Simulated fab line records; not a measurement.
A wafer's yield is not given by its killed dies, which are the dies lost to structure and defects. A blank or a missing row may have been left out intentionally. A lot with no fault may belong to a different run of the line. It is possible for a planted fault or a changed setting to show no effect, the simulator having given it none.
fab line records -- flow n5_finfet
record lots=4, wafers=11, last_day=17
route steps=1938 shown BEOL_M0@731 BEOL_M1@751 BEOL_M4@1111 PASSIVATION@1936
lots untouched by any fault: they come from a run of this same line in which no faults occurred
start_h: start of the lot's first displayed wafer, in hours after the record's first day -- wait_h: time in hours since the lot's previous step -- " unchanged from the row above -- L1.1+2: a single row standing in for several wafers -- - either no value or no given start -- * or withheld: withheld -- < > ~ a bound
route shown NAME@n: names a module that has steps shown in the file, with the first one's number in the route -- usual: mean and standard deviation over wafers with no fault -- same: alike in all rows -- chamber/n: place in a boat -- sites: the reading at each site -- _std_site: the values' standard deviation -- _edge_site: inner sites' mean taken away from outer sites' mean -- radius_mm: how far each site lies from the wafer's centre -- mask NAME#n: copy n -- behind: the most recent tool/chamber to have shaped the wafer -- hold: why the lot was held/for how many hours/how that ended -- device: transistor that didn't switch, given as n, p or np -- end of line: tests run on the same wafers once the route is complete -- for a step that has no rows: nothing shown but its recipe -- killed: at the first sort, the dies lost to defects and structure; wafer yield is something else -- map: the dies of a wafer, with x for killed, . for not killed, _ for no die there
set.NAME: setting as actually run; set.NAME@STEP: the setting as run at that earlier step -- model.NAME: the simulator's own value behind a step, which no gauge read
lots at some steps of the route; a table a step, a row a wafer
services: a tool's chamber out of use, with start hour (start_h, from the record's first day; less than 0 if before it), hours out, and reason
## steps
# step N5_BEOL_M0_ALD_136
# recipe material=TaN, target_thk_a=*, temp_c=275, ald_precursor_family=PDMAT, ald_co_reactant=NH3, pressure_torr=3, carrier_flow_sccm=1500, pulse_time_s=2, purge_time_s=3, co_reactant_purge_time_s=2, co_reactant_pulse_time_s=3, ald_cycles=30, precursor_vessel_temp_c=75, precursor_vessel_pressure_torr=26.25, precursor_vessel_carrier_sccm=1000
# step N5_BEOL_M0_SURFACE_TREAT_137
# recipe gas=Ar, time_s=*, ion_energy_ev=*, ion_current_ma_cm2=0.5, pressure_mtorr=*, ar_flow_sccm=30
# step N5_BEOL_M0_CVD_115
# recipe material=Co, target_thk_a=*, temp_c=withheld, precursor=CCTBA/H2, pressure_torr=30, time_s=120
# step N5_BEOL_M0_SPUTTER_116
# recipe material=Cu, target_thk_a=40, temp_c=-20, chamber_pressure_pa=0.07, power_w=withheld, time_s=7.37
# step N5_BEOL_M0_ANNEAL_117
# recipe temp_c=400, time_s=60, ambient=vacuum
# step N5_BEOL_M0_SPUTTER_132
# recipe material=Cu, target_thk_a=40, temp_c=-20, chamber_pressure_pa=0.07, power_w=withheld, time_s=7.37
# step N5_BEOL_M0_ANNEAL_133
# recipe temp_c=400, time_s=60, ambient=vacuum
# step N5_BEOL_M0_SPUTTER_134
# recipe material=Cu, target_thk_a=40, temp_c=-20, chamber_pressure_pa=0.07, power_w=withheld, time_s=7.37
# step N5_BEOL_M0_ANNEAL_135
# recipe temp_c=400, time_s=60, ambient=vacuum
# step N5_BEOL_M0_SPUTTER_141
# recipe material=Cu, target_thk_a=40, temp_c=-20, chamber_pressure_pa=0.07, power_w=withheld, time_s=7.37
# step N5_BEOL_M0_ECD_118
# recipe material=Cu, target_thk_a=3000
# step N5_BEOL_M0_ANNEAL_119
# recipe temp_c=225, time_s=90, ambient=N2
# step N5_BEOL_M0_CMP_120
# recipe stop_on=SiOC, t_overpolish_s=6.9, down_force_psi=1, platen_rpm=50, clearing_platen_down_force_psi=1.5, clearing_platen_rpm=50, post_cmp_clean=cu_alkaline, clearing_platen_pad_velocity_m_s=0.99484, pad_velocity_m_s=0.99484
# usual barrier_field_endpoint_s=3.65/0.16, clearing_platen_down_force_psi=1.500/0.0032, motor_current_A=6.4/0.97, overpolish_run_s=6.901/0.0092, platen_rpm=50.00/0.037, slurry_filter_dp_kPa=13.50/0.14, time_to_endpoint_s=62/3.4
lot.wafer,tool,chamber,start_h,wait_h,barrier_field_endpoint_s,clearing_platen_down_force_psi,motor_current_A,overpolish_run_s,platen_rpm,slurry_filter_dp_kPa,time_to_endpoint_s,model.SiOC_of_BEOL_M0_SAQP_ILD_DEP_01.thk_nm
L614.4,cmp-02,3,161.14,0.1,3.84,1.501,7.1,6.895,50.03,13.22,61,38.4
L614.1,cmp-02,1,161.14,0.1,3.44,1.502,7.3,6.901,50.03,13.59,61,37.8
L614.5,cmp-02,0,161.14,0.1,3.55,1.499,6.4,6.909,50.03,13.42,54,40.4
L617.3,cmp-02,0,179.52,0.2,7.65,1.499,6.6,6.904,50.03,13.52,81,41
L617.6,cmp-02,1,179.52,0.2,3.95,1.499,7.6,6.893,49.97,13.54,65,40
L618.4,cmp-02,1,193.10,0.2,7.73,1.500,7.1,6.904,49.99,13.69,82,41.4
L618.2,cmp-02,2,193.10,0.2,3.88,1.501,5.8,6.915,49.96,13.73,61,39.8
L618.6,cmp-02,0,193.10,0.2,3.43,1.501,6.4,6.901,50.03,13.44,57,40.4
L630.1,cmp-03,3,257.88,0.3,3.62,1.502,5.6,6.885,50.04,13.68,58,39.4
L630.5,cmp-03,3,257.88,0.3,3.54,1.503,5.3,6.893,50.02,13.65,57,40.2
L630.6,cmp-03,0,257.88,0.3,3.91,1.496,5.2,6.904,49.99,13.63,65,40.6
# step N5_BEOL_M0_PRE_CLEAN_131
# recipe gas=NH3/H2, time_s=15, temp_c=*, rf_power_w=300
# step N5_BEOL_M0_CO_CAP_123
# recipe material=Co, target_thk_a=20, temp_c=200, precursor=CCTBA/H2, pressure_torr=30, time_s=102.1
# step N5_BEOL_M0_PRE_CLEAN_124
# recipe gas=NH3, time_s=15, temp_c=withheld, rf_power_w=300
# step N5_BEOL_M0_DEP_125
# recipe material=SiCN, target_thk_a=80, temp_c=withheld, precursor=3MS/NH3, pressure_torr=3, rf_w=202, time_s=14
# step N5_BEOL_M0_INSPECT_127
# recipe inspect_instrument=darkfield, mode=post_dep
# usual raw_defect_count=70/27
lot.wafer,tool,chamber,start_h,wait_h,raw_defect_count
L614.1,defect_inspect-02,-,161.89,0.0,28
L614.4,defect_inspect-02,-,161.89,0.0,29
L614.5,defect_inspect-02,-,161.89,0.0,51
L617.3,defect_inspect-01,-,180.34,0.0,3564
L617.6,defect_inspect-01,-,180.34,0.0,61
L618.2,defect_inspect-01,-,193.65,0.0,62
L618.4,defect_inspect-01,-,193.65,0.0,3528
L618.6,defect_inspect-01,-,193.65,0.0,41
L630.1,defect_inspect-01,-,258.46,0.0,86
L630.5,defect_inspect-01,-,258.46,0.0,50
L630.6,defect_inspect-01,-,258.46,0.0,74
# step N5_BEOL_M1_ILD_DEP_00
# recipe material=SiOC, target_thk_a=790, temp_c=350, precursor=DEMS/O2, pressure_torr=5, rf_w=500, time_s=15.3
# step N5_BEOL_M1_PECVD_72
# recipe material=SiO2, target_thk_a=160, temp_c=400, precursor=TEOS/O2, pressure_torr=5.5, rf_w=450, teos_flow_sccm=53.8, gas=O2, flow_sccm=3000, time_s=18
# step N5_BEOL_M1_HM_DEP_02
# recipe material=TiN, target_thk_a=200, temp_c=25, chamber_pressure_pa=0.49996
# step N5_BEOL_M1_COAT_61
# recipe resist=SOC, temp_c=250, time_s=60, spin_rpm=1500, resist_thk_nm=60
# step N5_BEOL_M1_COAT_62
# recipe resist=SiARC, temp_c=220, time_s=60, spin_rpm=1500, resist_thk_nm=12
# step N5_BEOL_M1_COAT_73
# recipe resist=underlayer, temp_c=205, time_s=60, spin_rpm=1500, resist_thk_nm=5
# step N5_BEOL_M1_COAT_05
# recipe resist=CAR-EUV, spin_rpm=1500, resist_thk_nm=30
# step N5_BEOL_M1_EBR_07
# recipe solvent=PGMEA, ebr_width_mm=1.5
# step N5_BEOL_M1_SOFTBAKE_06
# recipe temp_c=110, time_s=60, resist=CAR-EUV
# step N5_BEOL_M1_EXPOSE_08
# recipe mask_id=M1, na=0.33, source_shape=dipole, sigma_inner=0.369, sigma_outer=0.767, polarization=unpolarized, dose_mj=33
# step N5_BEOL_M1_PEB_09
# recipe peb_temp_c=100, peb_time_s=60, resist=CAR-EUV
# step N5_BEOL_M1_DEVELOP_10
# recipe develop_time_s=30, developer=TMAH, resist=CAR-EUV, rinse_liquid=surfactant_rinse, dry=air_spin, dev_temp_c=23
# step N5_BEOL_M1_DESCUM_16
# recipe chemistry=O2, time_s=7, source_power_w=50, bias_power_w=20, pressure_mtorr=20, rf_frequency_hz=2.712e+07, temp_c=40, resist=CAR-EUV, o2_flow_sccm=225
# step N5_BEOL_M1_ETCH_74
# recipe chemistry=N2/H2, target=underlayer, target_depth_a=65, mask_material=CAR-EUV, time_s=5.2, ion_energy_ev=200, pressure_mtorr=30, source_w=840, bias_w=150, n2_flow_sccm=200, h2_flow_sccm=200, ends=cleared
# step N5_BEOL_M1_ETCH_63
# recipe chemistry=CF4, target=SiARC, target_depth_a=156, mask_material=CAR-EUV, time_s=26, ion_energy_ev=80, pressure_mtorr=40, source_w=545, bias_w=36, Ar_flow_sccm=100, cf4_flow_sccm=100, ends=cleared
# step N5_BEOL_M1_ETCH_64
# recipe chemistry=N2/H2, target=SOC, target_depth_a=750, overetch_a=150, mask_material=SiARC, temp_c=40, time_s=112.5, ion_energy_ev=200, pressure_mtorr=30, source_w=840, bias_w=150, n2_flow_sccm=200, h2_flow_sccm=200
# step N5_BEOL_M1_STRIP_65
# recipe chemistry=N2/H2, temp_c=40, n2_flow_sccm=200, h2_flow_sccm=200, rf_frequency_hz=6e+07
# step N5_BEOL_M1_STRIP_75
# recipe chemistry=N2/H2, temp_c=40, n2_flow_sccm=200, h2_flow_sccm=200, rf_frequency_hz=6e+07
# step N5_BEOL_M4_RC_MEAS_101
# usual DIBL_N=36.7/2.4, DIBL_P=37.4/2.9, IOFF_N=0.18/0.05, IOFF_P=0.23/0.058, ION_N=683/16, ION_P=467/11, SS_N=71.7/0.77, SS_P=73.5/0.87, VT_N=249/4.3, VT_P=-250/4.4
lot.wafer,tool,chamber,start_h,wait_h,DIBL_N[mV/V],DIBL_P[mV/V],IOFF_N[nA/um],IOFF_P[nA/um],ION_N[uA/um],ION_P[uA/um],SS_N[mV/dec],SS_P[mV/dec],VT_N[mV],VT_P[mV]
L614.1,prober-02,0,202.78,0.0,39.8,40.4,0.26,0.29,707,472,73.0,73.8,242,-246
L614.4,prober-02,0,202.78,0.0,40.2,42.7,0.28,0.34,688,471,72.0,75.4,242,-245
L614.5,prober-02,0,202.78,0.0,33.9,35.4,0.14,0.19,661,460,70.8,73.2,251,-249
L617.6,prober-01,0,224.99,0.8,38.6,39.5,0.20,0.21,700,474,71.6,74.0,246,-253
L618.2,prober-01,0,227.88,0.2,34.2,33.1,0.12,0.16,663,450,70.7,71.7,252,-256
L618.6,prober-01,0,227.88,0.2,38.9,40.5,0.22,0.27,702,475,72.2,73.4,242,-251
L630.1,prober-02,0,300.75,0.0,39.2,41.2,0.25,0.27,742,491,72.1,73.9,240,-246
L630.5,prober-02,0,300.75,0.0,35.5,35.9,0.14,0.17,669,446,70.9,72.1,249,-254
L630.6,prober-02,0,300.75,0.0,38.0,39.7,0.21,0.23,699,470,71.5,73.7,247,-252
# step N5_PASSIVATION_PROBE_49
# usual defect_limited_yield=91.4/1.6, killed_at_M0_to_M3=31/11, killed_at_M4_up=14/5.7, killed_at_contacts=12/6, killed_at_front_end=41/13, killed_at_other=3.3/2.8, killed_dies=101/19, killed_on_rim=13/3.9, killed_open=67/14, killed_short=33/8.2, sort_bin_4_leakage=0.0/0.37, sort_bin_5_function=5.0/1.1, sort_bin_6_memory=3.3/0.74, sort_n_pass=1078/20, sort_yield_pct=91.3/1.7
# same gross_dies=1180, killed_at_back_side=0, sort_bin_8_speed[%]=0
lot.wafer,tool,chamber,start_h,wait_h,defect_limited_yield[%],killed_at_M0_to_M3,killed_at_M4_up,killed_at_contacts,killed_at_front_end,killed_at_other,killed_dies,killed_on_rim,killed_open,killed_short,sort_bin_4_leakage[%],sort_bin_5_function[%],sort_bin_6_memory[%],sort_n_pass,sort_yield_pct[%]
L614.1,prober-01,-,305.70,0.0,89.2,26,19,21,61,1,128,19,94,34,0,6.5,4.0,1052,89.2
L614.4,prober-01,-,305.85,0.2,93.4,13,14,6,44,1,78,12,50,23,0.1,3.3,2.6,1101,93.3
L614.5,prober-01,-,305.90,0.2,89.7,21,23,6,64,8,122,15,75,43,0,6.7,3.1,1058,89.7
L617.3,prober-01,-,324.66,0.1,0,1106,9,5,58,2,1180,152,58,43,0,5.3,3.0,0,0
L617.6,prober-01,-,324.81,0.3,89.9,33,12,5,67,2,119,18,75,42,0,5.7,3.8,1061,89.9
L618.4,prober-02,-,328.60,0.2,0,1115,18,20,25,2,1180,152,80,30,0,5.4,3.7,0,0
L630.1,prober-01,-,417.12,0.0,92.2,20,15,23,33,1,92,12,57,34,0,4.4,3.1,1088,92.2
L630.5,prober-01,-,417.32,0.2,90.0,25,17,17,51,8,118,21,79,37,0,5.8,4.0,1062,90.0
L630.6,prober-01,-,417.37,0.3,88.7,32,26,12,57,6,133,12,90,43,0,5.4,5.6,1047,88.7
# killed by level:class
L614.1 MOL_CONTACT_COAG:geometric_particle:open=17 FIN_SAQP:geometric_particle:open=14 FIN_SAQP:geometric_particle:short=12 STI_FIN_REVEAL:geometric_particle:open=11 BEOL_M3:geometric_particle:open=7 DUMMY_GATE:geometric_particle:open=7 BEOL_M0_SAQP:geometric_particle:open=7 BEOL_M0_SAQP:geometric_particle:short=7
L614.4 FIN_SAQP:geometric_particle:open=14 FIN_SAQP:geometric_particle:short=8 STI_FIN_REVEAL:geometric_particle:open=6 BEOL_M4:geometric_particle:open=6 HKMG_FIN:area_etch=5 MOL_CONTACT_COAG:geometric_particle:open=4 BEOL_M2:geometric_particle:open=4 DUMMY_GATE:geometric_particle:open=3
L614.5 FIN_SAQP:geometric_particle:short=18 FIN_SAQP:geometric_particle:open=17 STI_FIN_REVEAL:geometric_particle:open=10 BEOL_M0_SAQP:geometric_particle:short=6 DUMMY_GATE:geometric_particle:open=5 GATE_CUT:geometric_particle:short=5 MOL_CONTACT_COAG:geometric_particle:open=5 BEOL_M3:geometric_particle:open=5
L617.3 BEOL_M0:area_cmp=1079 FIN_SAQP:geometric_particle:open=18 FIN_SAQP:geometric_particle:short=15 BEOL_M2:geometric_particle:open=9 STI_FIN_REVEAL:geometric_particle:open=8 BEOL_M0_SAQP:geometric_particle:short=8 STI_FIN_REVEAL:geometric_particle:short=5 MOL_CONTACT_COAG:geometric_particle:open=4
L617.6 STI_FIN_REVEAL:geometric_particle:open=14 FIN_SAQP:geometric_particle:open=12 FIN_SAQP:geometric_particle:short=12 BEOL_M1:geometric_particle:open=6 BEOL_M2:geometric_particle:open=6 GATE_CUT:geometric_particle:short=6 MOL_CONTACT_COAG:geometric_particle:open=5 BEOL_M0_SAQP:geometric_particle:short=5
L618.4 BEOL_M0:area_cmp=1067 MOL_CONTACT_COAG:geometric_particle:open=18 BEOL_M1:geometric_particle:open=12 BEOL_M2:geometric_particle:open=9 BEOL_M3:geometric_particle:short=9 FIN_SAQP:geometric_particle:open=5 STI_FIN_REVEAL:geometric_particle:open=5 BEOL_M2:geometric_particle:short=5
L630.1 MOL_CONTACT_COAG:geometric_particle:open=16 FIN_SAQP:geometric_particle:open=8 MOL_CONTACT_COAG:geometric_particle:short=7 STARTING-WAFER:geometric_particle:short=6 BEOL_M4:geometric_particle:open=5 BEOL_M7:geometric_particle:open=5 BEOL_M1:geometric_particle:open=4 BEOL_M0_SAQP:geometric_particle:short=4
L630.5 MOL_CONTACT_COAG:geometric_particle:open=15 STI_FIN_REVEAL:geometric_particle:open=13 FIN_SAQP:geometric_particle:open=12 BEOL_M4:geometric_particle:open=10 BEOL_M0_SAQP:geometric_particle:short=8 FIN_SAQP:geometric_particle:short=6 STARTING-WAFER:geometric_particle:open=6 PASS1_CAP:geometric_particle:short=4
L630.6 FIN_SAQP:geometric_particle:open=18 MOL_CONTACT_COAG:geometric_particle:open=11 STI_FIN_REVEAL:geometric_particle:open=11 BEOL_M0_SAQP:geometric_particle:open=8 BEOL_M4:geometric_particle:open=7 FIN_SAQP:geometric_particle:short=6 BEOL_M0_SAQP:geometric_particle:short=6 BEOL_M4:geometric_particle:short=6
# map L617.3 (x killed, . not)
_________________xxxxxxxxxxxx________________
______________xxxxxxxxxxxxxxxxxx_____________
___________xxxxxxxxxxxxxxxxxxxxxxxx__________
__________xxxxxxxxxxxxxxxxxxxxxxxxxx_________
________xxxxxxxxxxxxxxxxxxxxxxxxxxxxxx_______
_______xxxxxxxxxxxxxxxxxxxxxxxxxxxxxxxx______
______xxxxxxxxxxxxxxxxxxxxxxxxxxxxxxxxxx_____
_____xxxxxxxxxxxxxxxxxxxxxxxxxxxxxxxxxxxx____
____xxxxxxxxxxxxxxxxxxxxxxxxxxxxxxxxxxxxxx___
___xxxxxxxxxxxxxxxxxxxxxxxxxxxxxxxxxxxxxxxx__
___xxxxxxxxxxxxxxxxxxxxxxxxxxxxxxxxxxxxxxxx__
__xxxxxxxxxxxxxxxxxxxxxxxxxxxxxxxxxxxxxxxxxx_
__xxxxxxxxxxxxxxxxxxxxxxxxxxxxxxxxxxxxxxxxxx_
_xxxxxxxxxxxxxxxxxxxxxxxxxxxxxxxxxxxxxxxxxxxx
_xxxxxxxxxxxxxxxxxxxxxxxxxxxxxxxxxxxxxxxxxxxx
_xxxxxxxxxxxxxxxxxxxxxxxxxxxxxxxxxxxxxxxxxxxx
_xxxxxxxxxxxxxxxxxxxxxxxxxxxxxxxxxxxxxxxxxxxx
_xxxxxxxxxxxxxxxxxxxxxxxxxxxxxxxxxxxxxxxxxxxx
_xxxxxxxxxxxxxxxxxxxxxxxxxxxxxxxxxxxxxxxxxxxx
_xxxxxxxxxxxxxxxxxxxxxxxxxxxxxxxxxxxxxxxxxxxx
_xxxxxxxxxxxxxxxxxxxxxxxxxxxxxxxxxxxxxxxxxxxx
__xxxxxxxxxxxxxxxxxxxxxxxxxxxxxxxxxxxxxxxxxx_
__xxxxxxxxxxxxxxxxxxxxxxxxxxxxxxxxxxxxxxxxxx_
___xxxxxxxxxxxxxxxxxxxxxxxxxxxxxxxxxxxxxxxx__
___xxxxxxxxxxxxxxxxxxxxxxxxxxxxxxxxxxxxxxxx__
____xxxxxxxxxxxxxxxxxxxxxxxxxxxxxxxxxxxxxx___
_____xxxxxxxxxxxxxxxxxxxxxxxxxxxxxxxxxxxx____
______xxxxxxxxxxxxxxxxxxxxxxxxxxxxxxxxxx_____
_______xxxxxxxxxxxxxxxxxxxxxxxxxxxxxxxx______
________xxxxxxxxxxxxxxxxxxxxxxxxxxxxxx_______
__________xxxxxxxxxxxxxxxxxxxxxxxxxx_________
___________xxxxxxxxxxxxxxxxxxxxxxxx__________
______________xxxxxxxxxxxxxxxxxx_____________
_________________xxxxxxxxxxxx________________
# map L618.4 (x killed, . not)
_________________xxxxxxxxxxxx________________
______________xxxxxxxxxxxxxxxxxx_____________
___________xxxxxxxxxxxxxxxxxxxxxxxx__________
__________xxxxxxxxxxxxxxxxxxxxxxxxxx_________
________xxxxxxxxxxxxxxxxxxxxxxxxxxxxxx_______
_______xxxxxxxxxxxxxxxxxxxxxxxxxxxxxxxx______
______xxxxxxxxxxxxxxxxxxxxxxxxxxxxxxxxxx_____
_____xxxxxxxxxxxxxxxxxxxxxxxxxxxxxxxxxxxx____
____xxxxxxxxxxxxxxxxxxxxxxxxxxxxxxxxxxxxxx___
___xxxxxxxxxxxxxxxxxxxxxxxxxxxxxxxxxxxxxxxx__
___xxxxxxxxxxxxxxxxxxxxxxxxxxxxxxxxxxxxxxxx__
__xxxxxxxxxxxxxxxxxxxxxxxxxxxxxxxxxxxxxxxxxx_
__xxxxxxxxxxxxxxxxxxxxxxxxxxxxxxxxxxxxxxxxxx_
_xxxxxxxxxxxxxxxxxxxxxxxxxxxxxxxxxxxxxxxxxxxx
_xxxxxxxxxxxxxxxxxxxxxxxxxxxxxxxxxxxxxxxxxxxx
_xxxxxxxxxxxxxxxxxxxxxxxxxxxxxxxxxxxxxxxxxxxx
_xxxxxxxxxxxxxxxxxxxxxxxxxxxxxxxxxxxxxxxxxxxx
_xxxxxxxxxxxxxxxxxxxxxxxxxxxxxxxxxxxxxxxxxxxx
_xxxxxxxxxxxxxxxxxxxxxxxxxxxxxxxxxxxxxxxxxxxx
_xxxxxxxxxxxxxxxxxxxxxxxxxxxxxxxxxxxxxxxxxxxx
_xxxxxxxxxxxxxxxxxxxxxxxxxxxxxxxxxxxxxxxxxxxx
__xxxxxxxxxxxxxxxxxxxxxxxxxxxxxxxxxxxxxxxxxx_
__xxxxxxxxxxxxxxxxxxxxxxxxxxxxxxxxxxxxxxxxxx_
___xxxxxxxxxxxxxxxxxxxxxxxxxxxxxxxxxxxxxxxx__
___xxxxxxxxxxxxxxxxxxxxxxxxxxxxxxxxxxxxxxxx__
____xxxxxxxxxxxxxxxxxxxxxxxxxxxxxxxxxxxxxx___
_____xxxxxxxxxxxxxxxxxxxxxxxxxxxxxxxxxxxx____
______xxxxxxxxxxxxxxxxxxxxxxxxxxxxxxxxxx_____
_______xxxxxxxxxxxxxxxxxxxxxxxxxxxxxxxx______
________xxxxxxxxxxxxxxxxxxxxxxxxxxxxxx_______
__________xxxxxxxxxxxxxxxxxxxxxxxxxx_________
___________xxxxxxxxxxxxxxxxxxxxxxxx__________
______________xxxxxxxxxxxxxxxxxx_____________
_________________xxxxxxxxxxxx________________
## services
tool,chamber,start_h,hours,kind
cmp-02,-,193.29,4.0,pm
cmp-02,-,197.29,-,consumable_replace:conditioner
cmp-02,-,197.29,-,consumable_replace:pad
cmp-02,-,197.29,14.1,pm
cmp-03,-,219.65,3.2,repair
## key
first_sign step=N5_BEOL_M0_CMP_120, reading=barrier_field_endpoint_s, direction=up, sigmas=26, usual=3.65, struck=7.69
effect step=N5_BEOL_M0_CMP_120, reading=time_to_endpoint_s, direction=up, sigmas=5.7, usual=*, struck=*
effect step=N5_BEOL_M0_INSPECT_127, reading=raw_defect_count, direction=up, sigmas=99+, usual=70, struck=3546
effect step=N5_PASSIVATION_PROBE_49, reading=killed_at_M0_to_M3, direction=up, sigmas=99+, usual=31, struck=1110
model_effect step=N5_BEOL_M0_CMP_120, value=SiOC_of_BEOL_M0_SAQP_ILD_DEP_01.thk_nm, without=39.6, struck=41.2
more_kills_born_at N5_BEOL_M0_CMP_120@cmp-02=2146
met_at N5_BEOL_M0_CMP_120
struck_wafers L617.3,L618.4
later_rows_left_out L617.3,L618.4
onset_between 161.14 179.52
fault kind=process_parameter_drift, tool=cmp-02, chamber=-, onset_h=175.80, steps=N5_BEOL_M0_CMP_120, channel=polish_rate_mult, offset=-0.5, shape=step, end_h=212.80, scope=struck_wafers_only
# later_rows_left_out: the simulator's readings of these wafers behind a module that went badly wrong aren't trusted and aren't shown, but for the sort
